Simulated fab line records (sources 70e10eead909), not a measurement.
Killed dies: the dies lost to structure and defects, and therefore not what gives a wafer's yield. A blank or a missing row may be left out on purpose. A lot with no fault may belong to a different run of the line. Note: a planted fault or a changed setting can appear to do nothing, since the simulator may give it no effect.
fab line records ; flow nandHarc
record: lots: 6; wafers: 18; lastDay: 24
route steps=1159 shown A_STAIRCASE@640 END@1159
lots untouched by any fault: they come from a run of this same line in which no faults occurred
startH: hours from the record's first day to the start of the lot's first wafer shown ; waitH: time in hours since the lot's previous step ; " unchanged from the row above ; L1.1+2: several wafers, shown together as one row ; - either no value or no given start ; * or withheld: withheld ; < > ~ a bound
route shown NAME@n: a module of which the file shows steps, and the number in the route of the first ; usual: the fault-free wafers' mean and standard deviation ; same: alike in all rows ; chamber/n: place in a boat ; sites: readings site by site ; _std_site: the values' standard deviation ; _edge_site: the outer-site mean with the inner-site mean subtracted ; radiusMm: how far each site lies from the wafer's centre ; mask NAME#n: copy n ; behind: the most recent tool/chamber to have shaped the wafer ; hold: the reason the lot was held/the length of the hold in hours/how it ended ; device: names the non-switching transistor (n, p or np) ; end of line: the same wafers' tests at the end of the route ; where a step has no rows: the recipe by itself ; killed: count of dies lost to structure and defects at first sort (not the wafer's yield) ; map: per-die view of a wafer (x killed, . not killed, _ where there is no die)
set.NAME: the setting as run; set.NAME@STEP: as run at that earlier step ; model.NAME: the simulator's own value behind a step, which no gauge read
lots at some steps of the route; a table a step, a row a wafer
services: the hour from which a tool's chamber was out of use, counted from the record's first day as startH (under 0 if before that day), plus the number of hours and why
== steps ==
step: NHARC_A_STAIRCASE_EBR_246
step: NHARC_A_STAIRCASE_EXPOSE_247
recipe: na: 0.5; doseMj: 25.34; maskId: SDS_1
step: NHARC_A_STAIRCASE_PEB_248
recipe: pebTempC: 115; pebTimeS: 130
step: NHARC_A_STAIRCASE_DEVELOP_249
recipe: timeS: 140
step: NHARC_A_STAIRCASE_HARDBAKE_251
recipe: tempC: 120; timeS: 140
step: NHARC_A_STAIRCASE_DESCUM_252
recipe: timeS: 3; o2FlowSccm: 200; arFlowSccm: 0; biasPowerW: 0; chemistry: O2
usual: chamberPressureMTorr: 59.99/0.055; drypumpMotorCurrentA: 5.8/0.37; oesProductAu: 1.001/0.0085; rfVppV: 57.8/0.97; showerheadPlenumPTorr: 1.91/0.077; throttleValvePct: 11.310/0.0096
lot.wafer;tool;chamber;startH;waitH;chamberPressureMTorr;drypumpMotorCurrentA;oesProductAu;rfHoursCounterH;rfVppV;showerheadPlenumPTorr;throttleValvePct
L845.4;rieDiel-11;0;253.65;-;60.02;6.1;0.994;13;57.4;1.94;11.295
L845.3;rieDiel-11;2;253.65;-;59.94;5.4;0.996;21;56.3;2.00;11.300
L845.6;rieDiel-11;0;253.65;-;60.04;6.1;1.015;-;56.6;1.94;11.299
L844.2;rieDiel-02;3;254.81;-;59.94;6.5;1.001;36;57.7;1.77;11.311
L844.3;rieDiel-02;0;254.81;-;60.01;6.3;0.999;32;56.8;1.86;11.315
L844.1;rieDiel-02;1;254.81;-;60.09;5.1;1.015;32;57.5;1.77;11.311
L857.2;rieDiel-11;0;326.58;-;60.08;6.1;1.007;36;58.8;1.93;11.307
L857.1;rieDiel-11;1;326.58;-;59.90;5.9;1.001;43;57.2;1.93;11.302
L857.3;rieDiel-11;2;326.58;-;59.96;5.4;1.013;46;57.8;1.99;11.299
L860.4;rieDiel-03;2;350.10;-;60.09;5.9;0.993;45;57.2;1.98;11.299
L860.1;rieDiel-03;1;350.10;-;59.97;5.6;1.013;42;58.1;1.92;11.300
L860.5;rieDiel-03;3;350.10;-;60.01;5.7;0.998;-;56.3;1.82;11.301
L862.2;rieDiel-11;3;358.67;-;59.96;5.5;0.984;63;57.0;1.93;11.306
L862.4;rieDiel-11;0;358.67;-;59.91;6.1;1.006;53;56.6;1.92;11.296
L862.1;rieDiel-11;2;358.67;-;60.05;5.4;1.002;62;57.8;1.99;11.300
L863.3;rieDiel-03;2;363.93;-;59.96;5.9;0.992;51;58.9;1.98;11.310
L863.4;rieDiel-03;3;363.93;-;60.03;5.7;0.999;-;57.8;1.82;11.301
L863.5;rieDiel-03;0;363.93;-;60.02;5.9;1.010;-;58.2;1.90;11.293
step: NHARC_A_STAIRCASE_ETCH_253
recipe: targetDepthA: 500; timeS: 20.2; ionEnergyEv: 400; c4f8FlowSccm: 20; o2FlowSccm: 10; arFlowSccm: withheld; rfW: 600; biasW: 1000; chemistry: C4F8/O2
usual: chamberPressureMTorr: 24.999/0.02; oesProductAu: 0.952/0.018; rfVppV: 896/4.9
lot.wafer;tool;chamber;startH;waitH;chamberPressureMTorr;oesProductAu;rfHoursCounterH;rfVppV
L845.4;rieDiel-11;3;253.74;0.1;25.015;0.920;21;898
L845.3;rieDiel-11;0;253.74;0.1;24.994;0.923;13;897
L845.6;rieDiel-11;3;253.74;0.1;25.024;0.919;-;899
L844.2;rieDiel-02;1;254.89;0.1;24.999;0.991;32;886
L844.1;rieDiel-02;2;254.89;0.1;24.989;0.971;36;893
L844.3;rieDiel-02;3;254.89;0.1;24.974;0.970;36;887
L857.2;rieDiel-11;1;326.68;0.1;25.053;0.924;43;897
L857.1;rieDiel-11;3;326.68;0.1;24.980;0.921;47;898
L857.3;rieDiel-11;0;326.68;0.1;24.989;0.929;36;896
L860.4;rieDiel-03;2;350.19;0.1;25.025;0.944;45;901
L860.1;rieDiel-03;3;350.19;0.1;24.988;0.939;48;893
L860.5;rieDiel-03;3;350.19;0.1;24.999;0.941;-;891
L862.2;rieDiel-11;2;358.76;0.1;24.971;0.969;62;902
L862.4;rieDiel-11;0;358.76;0.1;25.003;0.937;53;897
L862.1;rieDiel-11;1;358.76;0.1;24.956;0.933;60;896
L863.3;rieDiel-03;2;364.01;0.1;24.984;0.953;51;900
L863.5;rieDiel-03;0;364.01;0.1;24.993;0.970;-;897
L863.4;rieDiel-03;3;364.01;0.1;25.019;0.971;-;891
step: NHARC_A_STAIRCASE_STRIP_254
recipe: powerW: 1500; tempC: 250; chemistry: O2
usual: drypumpMotorCurrentA: 5.6/0.41; heaterPowerW: 307/18
lot.wafer;tool;chamber;startH;waitH;drypumpMotorCurrentA;heaterPowerW;rfHoursCounterH
L845.4;plasmaAsher-01;1;253.92;-;5.4;342;-
L845.3;plasmaAsher-01;0;253.92;-;5.7;293;-
L845.6;plasmaAsher-01;1;253.92;-;5.5;333;-
L844.2;plasmaAsher-01;1;254.97;-;5.5;334;51
L844.1;plasmaAsher-01;0;254.97;-;5.7;296;51
L844.3;plasmaAsher-01;0;254.97;-;5.7;294;-
L857.2;plasmaAsher-02;1;326.77;-;6.2;321;44
L857.1;plasmaAsher-02;0;326.77;-;5.1;296;44
L857.3;plasmaAsher-02;0;326.77;-;5.1;286;-
L860.1;plasmaAsher-02;1;350.33;-;6.2;316;53
L860.4;plasmaAsher-02;0;350.33;-;5.1;286;-
L860.5;plasmaAsher-02;1;350.33;-;6.2;313;-
L862.2;plasmaAsher-02;1;358.84;-;6.2;316;56
L862.1;plasmaAsher-02;0;358.84;-;5.1;285;56
L862.4;plasmaAsher-02;1;358.84;-;6.2;325;-
L863.3;plasmaAsher-01;1;365.60;-;5.4;324;-
L863.4;plasmaAsher-01;0;365.60;-;5.7;292;-
L863.5;plasmaAsher-01;1;365.60;-;5.4;335;-
step: NHARC_A_STAIRCASE_STRIP_255
recipe: timeS: 900; tempC: 130; chemistry: SPM
step: NHARC_A_STAIRCASE_PRECLEAN_256
recipe: timeS: *; tempC: 50; bathAgeMin: 0; chemistry: SC1
step: NHARC_A_STAIRCASE_SRD_257
step: NHARC_A_STAIRCASE_HM_DEP_456
recipe: targetThkA: 15000; tempC: 400; material: aC
usual: throttleValvePct: 34.999/0.009
lot.wafer;tool;chamber;startH;waitH;throttleValvePct
L845.3;aclDep-01;0;255.54;-;35.009
L845.4;aclDep-01;0;255.54;-;35.021
L845.6;aclDep-01;0;255.54;-;35.004
L845.3;aclDep-03;0;257.91;2.1;34.997
L845.4;aclDep-03;0;257.91;2.1;35.002
L845.6;aclDep-03;0;257.91;2.1;34.999
L844.1;aclDep-02;0;255.79;-;35.014
L844.2;aclDep-02;0;255.79;-;34.999
L844.3;aclDep-02;0;255.79;-;35.005
L844.1;aclDep-02;0;258.22;2.1;34.996
L844.2;aclDep-02;0;258.22;2.1;35.003
L844.3;aclDep-02;0;258.22;2.1;35.003
L857.1;aclDep-02;0;327.60;-;35.007
L857.2;aclDep-02;0;327.60;-;34.988
L857.3;aclDep-02;0;327.60;-;35.003
L860.1;aclDep-03;0;351.36;-;35.003
L860.4;aclDep-03;0;351.36;-;35.003
L860.5;aclDep-03;0;351.36;-;35.004
L862.1;aclDep-01;0;361.93;-;34.992
L862.2;aclDep-01;0;361.93;-;34.997
L862.4;aclDep-01;0;361.93;-;35.003
L863.3;aclDep-02;0;369.34;-;35.003
L863.4;aclDep-02;0;369.34;-;35.019
L863.5;aclDep-02;0;369.34;-;35.008
step: NHARC_A_STAIRCASE_DEP_259
recipe: targetThkA: 300; targetThkNm: 30; tempC: 400; pressureTorr: 3.5; flowSccm: 200; rfW: 350; material: SiON
usual: heaterPowerW: 731/100
lot.wafer;tool;chamber;startH;waitH;heaterPowerW;sinceWetCleanH
L845.3;pecvd-03;1;259.21;1.0;687;135
L845.6;pecvd-03;0;259.21;1.0;922;-
L845.4;pecvd-03;1;259.21;1.0;687;-
L844.2;pecvd-03;2;260.12;1.3;628;136
L844.3;pecvd-03;0;260.12;1.3;931;136
L844.1;pecvd-03;1;260.12;1.3;619;136
L857.1;pecvd-01;2;329.43;1.5;705;79
L857.3;pecvd-01;0;329.43;1.5;913;79
L857.2;pecvd-01;1;329.43;1.5;703;80
L860.1;pecvd-01;0;353.30;1.6;928;103
L860.5;pecvd-01;2;353.30;1.6;844;-
L860.4;pecvd-01;0;353.30;1.6;918;-
L862.1;pecvd-03;2;363.77;1.5;530;58
L862.2;pecvd-03;1;363.77;1.5;721;58
L862.4;pecvd-03;2;363.77;1.5;510;-
L863.3;pecvd-02;2;370.61;1.0;662;23
L863.4;pecvd-02;0;370.61;1.0;724;-
L863.5;pecvd-02;1;370.61;1.0;628;-
step: NHARC_END_SORT_01
recipe: tempC: 25
usual: killedAtArray: 28/11; killedAtOther: 0.5/0.85; killedAtPeriphery: 2.7/1.9; killedDies: 32/12; killedOpen: 3.3/1.6; killedShort: 2.1/1.5
same: grossDies: 677
lot.wafer;tool;chamber;startH;waitH;killedAtArray;killedAtOther;killedAtPeriphery;killedDies;killedOpen;killedShort
L845.3;prober-01;0;458.67;3.1;36;0;5;41;6;2
L845.4;prober-01;0;459.47;3.4;26;0;4;30;3;1
L845.6;prober-01;0;461.08;4.0;22;0;2;24;4;1
L857.1;prober-02;0;512.95;2.5;65;1;5;71;2;2
L857.2;prober-02;0;513.74;2.8;37;0;2;39;3;2
L857.3;prober-02;0;514.53;3.1;51;1;1;53;3;2
L860.1;prober-02;0;556.11;2.5;24;0;4;28;1;1
L860.4;prober-02;0;558.51;3.4;31;0;3;34;3;1
L860.5;prober-02;0;559.31;3.7;24;0;1;25;4;2
killed by level:class
L845.3 A_CHANNEL_HOLE_D1:chamberFilmFlake=11 A_SLIT:chamberFilmFlake=10 A_ZERO_WELL:chamberFilmFlake=4 A_WL_FILL:geometricParticle:open=3 P_CONTACT:geometricParticle:open=2 A_SGD_CUT:chamberFilmFlake=2 A_WL_FILL:chamberFilmFlake=2 A_CONTACT:chamberFilmFlake=2
L845.4 A_CHANNEL_HOLE_D1:chamberFilmFlake=9 A_SLIT:chamberFilmFlake=7 P_M0:chamberFilmFlake=4 A_BLC:geometricParticle:open=2 A_STAIRCASE:chamberFilmFlake=2 A_WL_FILL:chamberFilmFlake=2 A_WL_FILL:geometricParticle:short=1 A_WL_FILL:geometricParticle:open=1
L845.6 A_SLIT:chamberFilmFlake=10 A_CHANNEL_HOLE_D1:chamberFilmFlake=8 P_CONTACT:geometricParticle:open=1 A_WL_FILL:geometricParticle:open=1 A_WL_FILL:geometricParticle:short=1 A_CONTACT:geometricParticle:open=1 A_BLC:geometricParticle:open=1 P_M0:chamberFilmFlake=1
L857.1 A_CHANNEL_HOLE_D1:chamberFilmFlake=24 A_SLIT:chamberFilmFlake=18 A_STAIRCASE:chamberFilmFlake=11 A_CONTACT:chamberFilmFlake=6 A_CHANNEL_FILL_D1:chamberFilmFlake=3 P_ZERO_WELL:chamberFilmFlake=2 P_M1:chamberFilmFlake=2 P_M0:geometricParticle:open=1
L857.2 A_SLIT:chamberFilmFlake=14 A_CHANNEL_HOLE_D1:chamberFilmFlake=7 A_STAIRCASE:chamberFilmFlake=7 A_CONTACT:chamberFilmFlake=4 P_M0:geometricParticle:open=1 A_ONON_D1:geometricParticle:short=1 A_CHANNEL_HOLE_D1:geometricParticle:short=1 A_WL_FILL:geometricParticle:open=1
L857.3 A_SLIT:chamberFilmFlake=18 A_CHANNEL_HOLE_D1:chamberFilmFlake=15 A_STAIRCASE:chamberFilmFlake=11 A_CONTACT:chamberFilmFlake=2 A_CHANNEL_HOLE_D1:geometricParticle:short=1 A_CHANNEL_FILL_D1:geometricParticle:open=1 A_SGD_CUT:geometricParticle:open=1 A_M0:geometricParticle:open=1
L860.1 A_SLIT:chamberFilmFlake=12 A_CONTACT:chamberFilmFlake=5 A_CHANNEL_HOLE_D1:chamberFilmFlake=4 P_GATE:chamberFilmFlake=2 A_ONON_D1:geometricParticle:short=1 A_M0:geometricParticle:open=1 P_ZERO_WELL:chamberFilmFlake=1 P_M1:chamberFilmFlake=1
L860.4 A_SLIT:chamberFilmFlake=13 A_CHANNEL_HOLE_D1:chamberFilmFlake=8 A_CONTACT:chamberFilmFlake=4 P_CONTACT:geometricParticle:open=2 A_STAIRCASE:chamberFilmFlake=2 A_WL_FILL:chamberFilmFlake=2 A_SOURCE_PLATE:geometricParticle:open=1 A_WL_FILL:geometricParticle:short=1
L860.5 A_SLIT:chamberFilmFlake=9 A_CHANNEL_HOLE_D1:chamberFilmFlake=4 A_STAIRCASE:chamberFilmFlake=4 P_M0:geometricParticle:open=1 A_SOURCE_PLATE:geometricParticle:open=1 A_CHANNEL_HOLE_D1:geometricParticle:short=1 A_SGD_CUT:geometricParticle:short=1 A_WL_FILL:geometricParticle:open=1
== services ==
tool;chamber;startH;hours;kind
rieDiel-03;2;233.58;4.2;repair
pecvd-01;-;237.00;13.0;pm
rieDiel-11;0;250.85;-;clean
rieDiel-11;1;250.85;-;clean
rieDiel-11;2;250.85;-;clean
rieDiel-11;3;250.85;-;clean
rieDiel-03;0;259.93;7.7;repair
pecvd-03;-;264.44;0.4;repair
rieDiel-03;1;267.17;12.7;repair
rieDiel-11;-;272.47;0.4;repair
rieDiel-11;0;275.35;-;clean
rieDiel-11;1;275.35;-;clean
plasmaAsher-01;-;276.20;9.0;pm
pecvd-03;-;292.41;13.0;pm
aclDep-01;-;295.47;13.0;pm
pecvd-01;-;318.23;4.8;repair
rieDiel-02;-;328.06;9.0;pm
pecvd-02;-;334.45;13.0;pm
rieDiel-11;-;339.93;0.7;repair
aclDep-02;-;351.95;13.0;pm
plasmaAsher-02;-;360.96;9.0;pm
pecvd-01;2;361.15;11.4;repair
rieDiel-03;1;362.93;8.5;repair
rieDiel-11;-;368.53;9.0;pm
== key ==
firstSign: step: NHARC_A_STAIRCASE_HM_DEP_456; reading: visit; direction: added
effect none on later readings
metAt NHARC_A_STAIRCASE_HM_DEP_456
struckWafers L844.1,L844.2,L844.3,L845.3,L845.4,L845.6
testerLeftOut L844,L845
fault: kind: repeatedStepWhole; tool: aclDep-01,aclDep-02,aclDep-03; chamber: -; onsetH: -; steps: NHARC_A_STAIRCASE_HM_DEP_456; times: 1; scope: struckLotsOnly
testerLeftOut: of these lots the tester's yield and bins aren't shown, on N5 and GAA mostly nor the transistor test; their killed dies are dies lost to structure and defects alone, not to doping, threshold or leakage, so they don't give the yield
